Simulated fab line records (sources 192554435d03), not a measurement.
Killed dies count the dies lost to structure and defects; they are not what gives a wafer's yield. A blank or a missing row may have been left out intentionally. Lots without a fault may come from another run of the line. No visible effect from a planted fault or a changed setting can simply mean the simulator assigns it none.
fab line records	flow n5_finfet	part 1 of 2: steps 1 to 4 of 6
record lots=24	wafers=72	last_day=18
route steps=1938 shown BEOL_M6@1208 BEOL_M7@1267
lots that met no fault: taken from a fault-free run of the same line
start_h: the number of hours between the record's first day and the start of the first shown wafer of the lot	wait_h: hours from the lot's prior step to this one	" same as the row above	L1.1+2: one row covering several wafers at once	- no value present, or no start provided	* or withheld: withheld	< > ~ a bound
route shown NAME@n: NAME is a module with steps in the file, n the number in the route of the first one	usual: the fault-free wafers' mean and standard deviation	same: alike in all rows	chamber/n: place in a boat	sites: per-site readings	_std_site: the values' standard deviation	_edge_site: inner sites' mean taken away from outer sites' mean	radius_mm: how far each site lies from the wafer's centre	mask NAME#n: copy n	behind: the most recent tool/chamber to have shaped the wafer	hold: why the lot was held/for how many hours/how that ended	device: the transistor (n, p or np) that didn't switch	end of line: the same wafers' tests at the end of the route	step lacking rows: just its recipe	killed: not the wafer's yield, but the dies lost to structure and defects at the first sort	map: per-die view of a wafer (x killed, . not killed, _ where there is no die)
set.NAME: setting as actually run; set.NAME@STEP: the setting as run at that earlier step	model.NAME: the simulator's own value behind a step, which no gauge read
steps of the route over a sample of lots; a table a step, a row a wafer
services: the hour from which a tool's chamber was out of use, counted from the record's first day as start_h (under 0 if before that day), plus the number of hours and why
## steps
# step N5_BEOL_M6_OVL_MEAS_12
# recipe points_per_wafer=44
# usual M6_OVL=-0.4/0.68
lot.wafer	tool	chamber	start_h	wait_h	M6_OVL[nm]
L074.2	overlay-01	0	174.68	0.0	-1.2
L074.4	"	0	"	"	0.2
L074.6	"	0	"	"	-1.8
L075.1	overlay-01	0	203.18	0.0	0.4
L075.4	"	0	"	"	0.0
L075.6	"	0	"	"	-0.3
L076.3	overlay-02	0	207.99	0.0	-0.8
L076.5	"	0	"	"	0.0
L076.6	"	0	"	"	-0.8
L077.2	overlay-01	0	211.33	0.0	-0.9
L077.4	"	0	"	"	-1.0
L077.5	"	0	"	"	-0.5
L078.1	overlay-02	0	218.34	0.0	0.0
L078.3	"	0	"	"	-0.4
L078.4	"	0	"	"	0.3
L080.2	overlay-02	0	232.43	0.0	-0.5
L080.3	"	0	"	"	-0.5
L080.6	"	0	"	"	-0.3
L079.1	overlay-01	0	232.50	0.0	-1.0
L079.3	"	0	"	"	-0.1
L079.4	"	0	"	"	-1.0
L082.4	overlay-01	0	238.82	0.0	-0.5
L082.5	"	0	"	"	-0.7
L082.6	"	0	"	"	-0.9
L081.3	overlay-01	0	241.73	0.0	-0.4
L081.5	"	0	"	"	0.1
L081.6	"	0	"	"	-0.6
L085.2	overlay-01	0	241.92	0.0	-0.9
L085.3	"	0	"	"	-1.4
L085.5	"	0	"	"	-0.6
L083.4	overlay-02	0	255.55	0.0	0.2
L083.5	"	0	"	"	-0.5
L083.6	"	0	"	"	-0.4
L084.3	overlay-01	0	261.23	0.0	-0.6
L084.4	"	0	"	"	-1.0
L084.5	"	0	"	"	0.1
L086.1	overlay-01	0	264.18	0.0	-1.5
L086.3	"	0	"	"	-1.5
L086.5	"	0	"	"	-0.3
L088.2	overlay-02	0	264.35	0.0	0.4
L088.4	"	0	"	"	1.0
L088.5	"	0	"	"	0.5
L087.1	overlay-01	0	264.39	0.0	0.0
L087.3	"	0	"	"	-0.6
L087.6	"	0	"	"	0.3
L089.4	overlay-02	0	279.26	0.0	0.2
L089.5	"	0	"	"	0.6
L089.6	"	0	"	"	-0.9
L090.1	overlay-02	0	292.64	0.0	0.2
L090.3	"	0	"	"	-0.4
L090.5	"	0	"	"	-0.1
L091.3	overlay-02	0	294.89	0.0	0.2
L091.5	"	0	"	"	-0.8
L091.6	"	0	"	"	1.6
L093.2	overlay-02	0	302.00	0.0	-1.7
L093.3	"	0	"	"	-0.5
L093.5	"	0	"	"	-1.5
L094.1	overlay-02	0	304.55	0.0	-0.9
L094.5	"	0	"	"	0.1
L094.6	"	0	"	"	0.0
L092.2	overlay-02	0	305.31	0.0	-1.0
L092.3	"	0	"	"	-0.9
L092.6	"	0	"	"	-1.0
L095.1	overlay-02	0	330.82	0.0	0.4
L095.4	"	0	"	"	0.3
L095.5	"	0	"	"	-0.4
L097.2	overlay-01	0	335.65	0.0	-1.4
L097.3	"	0	"	"	-2.0
L097.5	"	0	"	"	-1.5
L096.1	overlay-01	0	341.51	0.0	-1.2
L096.2	"	0	"	"	-1.1
L096.5	"	0	"	"	-0.5
# step N5_BEOL_M6_INSPECT_13
# recipe mode=adi	inspect_instrument=brightfield
# usual raw_defect_count=418/98
lot.wafer	tool	chamber	start_h	wait_h	raw_defect_count
L074.2	defect_inspect-02	-	174.70	0.0	320
L074.4	"	-	"	"	542
L074.6	"	-	"	"	260
L075.1	defect_inspect-01	-	203.20	0.0	426
L075.4	"	-	"	"	398
L075.6	"	-	"	"	389
L076.3	defect_inspect-01	-	208.01	0.0	333
L076.5	"	-	"	"	438
L076.6	"	-	"	"	298
L077.2	defect_inspect-01	-	211.36	0.0	434
L077.4	"	-	"	"	336
L077.5	"	-	"	"	384
L078.1	defect_inspect-01	-	218.36	0.0	437
L078.3	"	-	"	"	332
L078.4	"	-	"	"	391
L080.2	defect_inspect-02	-	232.45	0.0	420
L080.3	"	-	"	"	403
L080.6	"	-	"	"	396
L079.1	defect_inspect-01	-	232.53	0.0	347
L079.3	"	-	"	"	307
L079.4	"	-	"	"	335
L082.4	defect_inspect-01	-	238.85	0.0	465
L082.5	"	-	"	"	523
L082.6	"	-	"	"	536
L081.3	defect_inspect-02	-	241.75	0.0	501
L081.5	"	-	"	"	429
L081.6	"	-	"	"	367
L085.2	defect_inspect-02	-	241.94	0.0	393
L085.3	"	-	"	"	417
L085.5	"	-	"	"	400
L083.4	defect_inspect-01	-	255.58	0.0	353
L083.5	"	-	"	"	662
L083.6	"	-	"	"	481
L084.3	defect_inspect-02	-	261.25	0.0	443
L084.4	"	-	"	"	284
L084.5	"	-	"	"	360
L086.1	defect_inspect-02	-	264.21	0.0	364
L086.3	"	-	"	"	390
L086.5	"	-	"	"	442
L088.2	defect_inspect-01	-	264.37	0.0	400
L088.4	"	-	"	"	403
L088.5	"	-	"	"	304
L087.1	defect_inspect-02	-	264.41	0.0	395
L087.3	"	-	"	"	542
L087.6	"	-	"	"	430
L089.4	defect_inspect-02	-	279.29	0.0	453
L089.5	"	-	"	"	619
L089.6	"	-	"	"	431
L090.1	defect_inspect-02	-	292.67	0.0	485
L090.3	"	-	"	"	350
L090.5	"	-	"	"	635
L091.3	defect_inspect-02	-	294.91	0.0	385
L091.5	"	-	"	"	342
L091.6	"	-	"	"	342
L093.2	defect_inspect-01	-	302.03	0.0	307
L093.3	"	-	"	"	286
L093.5	"	-	"	"	268
L094.1	defect_inspect-01	-	304.58	0.0	456
L094.5	"	-	"	"	344
L094.6	"	-	"	"	270
L092.2	defect_inspect-02	-	305.34	0.0	349
L092.3	"	-	"	"	317
L092.6	"	-	"	"	383
L095.1	defect_inspect-02	-	330.84	0.0	575
L095.4	"	-	"	"	611
L095.5	"	-	"	"	493
L097.2	defect_inspect-02	-	335.67	0.0	526
L097.3	"	-	"	"	337
L097.5	"	-	"	"	450
L096.1	defect_inspect-02	-	341.53	0.0	491
L096.2	"	-	"	"	358
L096.5	"	-	"	"	417
# step N5_BEOL_M6_ETCH_61
# recipe chemistry=CF4	target=SiARC	target_depth_a=455	mask_material=CAR-ArF	time_s=75.8	ion_energy_ev=80	pressure_mtorr=40	source_w=545	bias_w=36	Ar_flow_sccm=100	cf4_flow_sccm=100	ends=cleared
# usual bias_w=36.00/0.11	drypump_motor_current_A=5.6/0.54	etch_rf_on_time_s=75.8/1.2	oes_product_au=0.69/0.081	rf_vpp_V=183.9/1.1	showerhead_plenum_p_Torr=2.13/0.068	throttle_valve_pct=15.6/0.31
lot.wafer	tool	chamber	start_h	wait_h	bias_w	drypump_motor_current_A	etch_rf_on_time_s	oes_product_au	rf_hours_counter_h	rf_vpp_V	showerhead_plenum_p_Torr	throttle_valve_pct
L074.2	rie_diel-05	3	174.78	0.0	36.05	6.1	76.2	0.61	198	184.9	2.20	16.0
L074.4	"	0	"	"	35.94	6.1	75.7	0.76	38	184.8	2.10	15.3
L074.6	"	0	"	"	36.00	6.1	76.2	0.76	-	183.7	2.10	15.3
L075.1	rie_diel-01	1	203.27	0.0	36.04	5.0	75.6	0.62	171	183.9	2.13	15.6
L075.4	"	0	"	"	36.06	4.9	77.0	0.67	118	183.2	2.07	15.7
L075.6	"	2	"	"	36.01	6.4	72.9	0.72	-	184.3	2.18	15.2
L076.3	rie_diel-05	3	208.08	0.0	36.06	6.1	75.8	0.60	211	185.2	2.20	16.0
L076.5	"	3	"	"	36.01	6.1	75.6	0.61	-	184.0	2.20	16.0
L076.6	"	0	"	"	36.11	6.1	74.8	0.74	-	185.1	2.10	15.3
L077.2	rie_diel-05	0	211.86	0.0	35.97	6.1	75.6	0.74	53	183.0	2.10	15.3
L077.4	"	1	"	"	35.97	5.8	76.2	0.59	-	183.6	2.11	15.8
L077.5	"	3	"	"	36.03	6.1	75.7	0.60	-	184.9	2.20	16.0
L078.1	rie_diel-06	2	218.43	0.0	35.86	6.6	74.8	0.85	4	185.5	2.29	15.2
L078.3	"	3	"	"	35.85	5.5	78.1	0.58	236	182.1	2.03	15.9
L078.4	"	1	"	"	36.04	4.8	75.5	0.64	169	184.0	2.07	16.0
L080.2	rie_diel-01	1	232.52	0.0	36.00	5.1	76.5	0.62	181	183.2	2.13	15.6
L080.3	"	2	"	"	36.01	6.4	73.2	0.71	87	184.7	2.17	15.3
L080.6	"	1	"	"	36.04	5.1	75.1	0.62	-	183.7	2.13	15.6
L079.1	rie_diel-01	3	232.78	0.0	36.03	5.2	76.3	0.80	11	183.5	2.09	15.3
L079.3	"	1	"	"	36.10	5.1	75.0	0.62	181	183.8	2.13	15.6
L079.4	"	2	"	"	35.94	6.4	73.3	0.70	87	184.5	2.17	15.3
L082.4	rie_diel-05	2	239.07	0.0	36.07	5.6	74.9	0.81	-	184.4	2.18	15.1
L082.5	"	0	"	"	35.95	6.1	74.6	0.73	-	182.7	2.10	15.3
L082.6	"	3	"	"	36.20	6.1	75.0	0.60	-	184.1	2.19	16.0
L081.3	rie_diel-06	2	242.15	0.0	36.01	6.7	74.9	0.82	14	186.7	2.28	15.3
L081.5	"	2	"	"	35.92	6.6	74.9	0.83	-	185.0	2.28	15.3
L081.6	"	3	"	"	35.98	5.5	78.3	0.56	-	182.1	2.03	15.9
L085.2	rie_diel-06	1	243.06	0.0	36.01	4.9	75.2	0.63	180	183.3	2.07	16.0
L085.3	"	3	"	"	36.07	5.4	77.9	0.56	247	184.6	2.03	15.9
L085.5	"	1	"	"	36.07	4.9	75.5	0.63	-	182.3	2.06	16.0
L083.4	rie_diel-06	1	255.74	0.0	36.02	4.9	75.6	0.63	-	183.5	2.06	16.0
L083.5	"	1	"	"	36.11	4.9	76.1	0.62	-	181.1	2.06	16.0
L083.6	"	0	"	"	36.25	5.6	75.2	0.64	-	183.5	2.15	15.7
L084.3	rie_diel-01	0	261.35	0.0	35.99	4.9	76.7	0.66	138	183.1	2.06	15.7
L084.4	"	1	"	"	35.95	5.1	75.5	0.61	192	183.7	2.12	15.6
L084.5	"	0	"	"	35.99	4.9	76.7	0.66	-	184.7	2.06	15.7
L086.1	rie_diel-05	1	264.93	0.0	36.01	5.8	76.3	0.83	8	184.5	2.11	15.3
L086.3	"	0	"	"	36.14	6.1	75.9	0.71	67	183.1	2.09	15.3
L086.5	"	0	"	"	36.12	6.1	76.2	0.72	-	183.9	2.09	15.3
L088.2	rie_diel-01	1	265.22	0.0	36.05	5.1	75.3	0.61	193	184.6	2.12	15.6
L088.4	"	2	"	"	36.06	6.4	73.4	0.69	98	185.0	2.17	15.3
L088.5	"	3	"	"	35.80	5.2	77.2	0.78	-	183.6	2.09	15.3
L087.1	rie_diel-06	2	265.35	0.0	36.11	6.6	75.4	0.81	20	186.1	2.28	15.3
L087.3	"	1	"	"	36.04	4.9	74.6	0.63	190	182.0	2.06	16.1
L087.6	"	0	"	"	36.15	5.6	74.9	0.64	-	182.8	2.14	15.7
L089.4	rie_diel-06	1	279.35	0.0	35.80	4.8	74.5	0.63	196	182.5	2.06	16.0
L089.5	"	3	"	"	36.30	5.5	76.3	0.80	-	185.5	2.28	15.5
L089.6	"	0	"	"	35.96	5.6	74.6	0.64	-	184.5	2.14	15.7
L090.1	rie_diel-05	3	292.89	0.0	36.04	6.1	76.4	0.58	243	184.9	2.19	16.1
L090.3	"	2	"	"	35.90	5.5	74.9	0.77	27	184.6	2.17	15.1
L090.5	"	2	"	"	35.80	5.5	74.8	0.77	-	185.1	2.17	15.1
L091.3	rie_diel-05	2	294.98	0.0	35.96	5.5	74.3	0.77	28	183.4	2.17	15.1
L091.5	"	1	"	"	35.93	5.8	76.3	0.80	-	183.7	2.10	15.3
L091.6	"	0	"	"	35.98	6.1	75.6	0.71	-	183.0	2.09	15.3
L093.2	rie_diel-01	1	302.10	0.0	35.87	5.1	75.7	0.61	203	184.9	2.12	15.6
L093.3	"	0	"	"	36.22	4.9	76.5	0.65	152	182.3	2.06	15.8
L093.5	"	0	"	"	36.09	4.9	76.1	0.65	-	184.2	2.06	15.8
L094.1	rie_diel-06	3	304.65	0.0	36.08	5.5	76.8	0.77	13	185.6	2.27	15.5
L094.5	"	2	"	"	36.08	6.6	75.7	0.77	-	185.1	2.27	15.3
L094.6	"	1	"	"	35.97	4.9	75.8	0.61	-	180.6	2.06	16.1
L092.2	rie_diel-05	0	305.41	0.0	35.96	6.1	76.9	0.70	80	182.9	2.09	15.4
L092.3	"	1	"	"	35.96	5.8	75.7	0.79	20	183.7	2.10	15.3
L092.6	"	0	"	"	35.99	6.1	76.7	0.71	-	182.7	2.09	15.3
L095.1	rie_diel-06	1	330.91	0.0	36.02	4.9	75.3	0.61	213	182.2	2.05	16.1
L095.4	"	3	"	"	36.13	5.5	76.9	0.76	21	183.8	2.27	15.5
L095.5	"	3	"	"	36.29	5.4	76.9	0.74	-	185.1	2.27	15.5
L097.2	rie_diel-01	3	335.74	0.0	36.08	5.2	76.5	0.74	48	182.8	2.08	15.3
L097.3	"	1	"	"	35.91	5.1	76.9	0.59	216	181.9	2.11	15.7
L097.5	"	3	"	"	35.72	5.2	77.5	0.73	-	184.3	2.08	15.3
L096.1	rie_diel-05	2	341.63	0.0	35.99	5.5	74.3	0.74	48	185.2	2.17	15.2
L096.2	"	0	"	"	35.93	6.1	77.3	0.68	97	183.5	2.08	15.4
L096.5	"	0	"	"	35.93	6.1	77.2	0.68	-	182.6	2.08	15.4
# step N5_BEOL_M6_ETCH_62
# recipe chemistry=N2/H2	target=SOC	target_depth_a=1100	overetch_a=220	mask_material=SiARC	temp_c=40	time_s=165	ion_energy_ev=200	pressure_mtorr=30	source_w=840	bias_w=150	n2_flow_sccm=200	h2_flow_sccm=200
# usual bias_w=150.0/0.44	drypump_motor_current_A=5.6/0.55	oes_product_au=0.68/0.079	rf_vpp_V=523.5/2.6	showerhead_plenum_p_Torr=2.53/0.089	throttle_valve_pct=17.81/0.29
lot.wafer	tool	chamber	start_h	wait_h	bias_w	drypump_motor_current_A	oes_product_au	rf_hours_counter_h	rf_vpp_V	showerhead_plenum_p_Torr	throttle_valve_pct
L074.2	rie_diel-05	3	174.83	0.0	149.5	6.1	0.61	198	525.7	2.62	18.17
L074.4	"	0	"	"	150.4	6.1	0.74	38	521.8	2.49	17.50
L074.6	"	0	"	"	149.4	6.1	0.75	-	521.9	2.49	17.50
L075.1	rie_diel-01	1	203.33	0.0	150.0	5.1	0.62	171	524.6	2.54	17.82
L075.4	"	0	"	"	150.3	4.9	0.68	118	520.5	2.46	17.90
L075.6	"	2	"	"	150.9	6.4	0.70	-	524.8	2.56	17.25
L076.3	rie_diel-05	3	208.14	0.0	149.8	6.1	0.60	212	526.8	2.62	18.18
L076.5	"	3	"	"	150.5	6.1	0.60	-	526.5	2.62	18.16
L076.6	"	0	"	"	150.0	6.2	0.73	-	522.4	2.48	17.52
L077.2	rie_diel-05	0	211.92	0.0	150.4	6.1	0.74	53	522.6	2.48	17.52
L077.4	"	1	"	"	149.8	5.8	0.59	-	523.9	2.49	17.95
L077.5	"	3	"	"	149.9	6.1	0.60	-	526.8	2.62	18.18
L078.1	rie_diel-06	3	218.49	0.0	149.9	5.5	0.57	236	519.8	2.43	18.35
L078.3	"	1	"	"	149.8	4.9	0.63	169	521.3	2.44	18.08
L078.4	"	2	"	"	149.8	6.6	0.84	4	529.4	2.72	17.53
L080.2	rie_diel-01	1	232.58	0.0	149.4	5.1	0.62	181	523.8	2.53	17.83
L080.3	"	2	"	"	150.7	6.4	0.69	87	525.4	2.56	17.27
L080.6	"	1	"	"	150.2	5.0	0.62	-	524.0	2.53	17.83
L079.1	rie_diel-01	3	232.83	0.0	149.4	5.3	0.81	11	522.7	2.51	17.68
L079.3	"	1	"	"	150.5	5.1	0.62	181	523.2	2.53	17.84
L079.4	"	2	"	"	149.7	6.4	0.69	87	525.5	2.56	17.29
L082.4	rie_diel-05	2	239.16	0.1	148.8	5.5	0.80	-	524.9	2.61	17.54
L082.5	"	0	"	"	149.9	6.1	0.72	-	523.0	2.47	17.53
L082.6	"	3	"	"	150.3	6.1	0.59	-	527.2	2.61	18.20
L081.3	rie_diel-06	2	242.20	0.0	149.4	6.6	0.81	14	527.7	2.72	17.55
L081.5	"	2	"	"	150.6	6.6	0.81	-	529.4	2.72	17.55
L081.6	"	3	"	"	150.3	5.5	0.57	-	519.1	2.42	18.37
L085.2	rie_diel-06	1	243.11	0.0	150.3	4.9	0.62	180	520.2	2.43	18.11
L085.3	"	3	"	"	150.0	5.5	0.58	247	519.9	2.42	18.36
L085.5	"	1	"	"	150.7	4.9	0.62	-	520.6	2.43	18.12
L083.4	rie_diel-06	1	255.86	0.1	149.8	4.9	0.62	-	520.7	2.43	18.12
L083.5	"	1	"	"	149.4	4.9	0.61	-	520.2	2.43	18.12
L083.6	"	0	"	"	150.0	5.6	0.63	-	524.5	2.53	17.78
L084.3	rie_diel-01	0	261.41	0.0	149.3	4.9	0.66	138	521.8	2.45	17.95
L084.4	"	1	"	"	149.9	5.1	0.60	192	524.7	2.53	17.84
L084.5	"	0	"	"	150.4	4.9	0.66	-	520.4	2.45	17.93
L086.1	rie_diel-05	1	264.98	0.0	150.0	5.8	0.82	8	521.9	2.49	17.50
L086.3	"	0	"	"	149.9	6.1	0.71	67	522.0	2.47	17.55
L086.5	"	0	"	"	150.0	6.1	0.71	-	521.2	2.47	17.55
L088.2	rie_diel-01	1	265.28	0.0	150.0	5.1	0.61	193	524.4	2.53	17.86
L088.4	"	2	"	"	150.0	6.4	0.68	98	524.7	2.55	17.29
L088.5	"	3	"	"	149.9	5.2	0.78	-	522.3	2.51	17.73
L087.1	rie_diel-06	2	265.41	0.0	149.7	6.6	0.80	20	528.8	2.71	17.55
L087.3	"	1	"	"	150.7	4.9	0.62	190	520.7	2.43	18.12
L087.6	"	0	"	"	150.7	5.6	0.63	-	523.5	2.52	17.80
L089.4	rie_diel-06	1	279.41	0.0	150.9	4.9	0.61	196	520.0	2.42	18.12
L089.5	"	3	"	"	150.3	5.5	0.78	-	528.2	2.74	18.05
L089.6	"	0	"	"	149.9	5.6	0.63	-	523.5	2.52	17.82
L090.1	rie_diel-05	3	292.94	0.0	149.5	6.1	0.58	243	527.5	2.60	18.22
L090.3	"	2	"	"	150.2	5.6	0.75	27	524.6	2.60	17.55
L090.5	"	2	"	"	150.2	5.5	0.76	-	525.6	2.60	17.56
L091.3	rie_diel-05	2	295.04	0.0	149.6	5.5	0.75	28	524.4	2.60	17.55
L091.5	"	1	"	"	149.4	5.8	0.79	-	522.0	2.48	17.51
L091.6	"	0	"	"	150.4	6.1	0.71	-	520.2	2.47	17.55
L093.2	rie_diel-01	1	302.15	0.0	150.2	5.1	0.60	203	524.1	2.52	17.87
L093.3	"	0	"	"	150.5	4.9	0.65	152	520.8	2.44	17.97
L093.5	"	0	"	"	150.1	4.9	0.65	-	520.9	2.44	17.96
L094.1	rie_diel-06	3	304.70	0.0	150.5	5.5	0.76	13	528.7	2.74	18.07
L094.5	"	2	"	"	150.2	6.6	0.77	-	527.6	2.71	17.58
L094.6	"	1	"	"	150.1	4.9	0.61	-	521.4	2.42	18.15
L092.2	rie_diel-05	0	305.46	0.0	150.3	6.1	0.69	80	520.9	2.47	17.56
L092.3	"	1	"	"	149.4	5.7	0.79	20	522.2	2.48	17.52
L092.6	"	0	"	"	150.5	6.1	0.71	-	520.9	2.47	17.58
L095.1	rie_diel-06	1	330.97	0.0	150.0	4.8	0.61	213	518.6	2.42	18.18
L095.4	"	3	"	"	150.0	5.5	0.74	21	528.0	2.73	18.09
L095.5	"	3	"	"	150.7	5.5	0.75	-	529.1	2.73	18.09
L097.2	rie_diel-01	3	335.80	0.0	149.8	5.2	0.74	48	523.6	2.50	17.75
L097.3	"	1	"	"	150.0	5.1	0.59	216	522.8	2.52	17.88
L097.5	"	3	"	"	150.8	5.2	0.74	-	522.0	2.50	17.76
L096.1	rie_diel-05	2	341.69	0.0	149.8	5.5	0.72	48	525.3	2.59	17.58
L096.2	"	0	"	"	149.4	6.1	0.69	97	522.4	2.46	17.60
L096.5	"	0	"	"	149.9	6.1	0.68	-	522.6	2.46	17.61
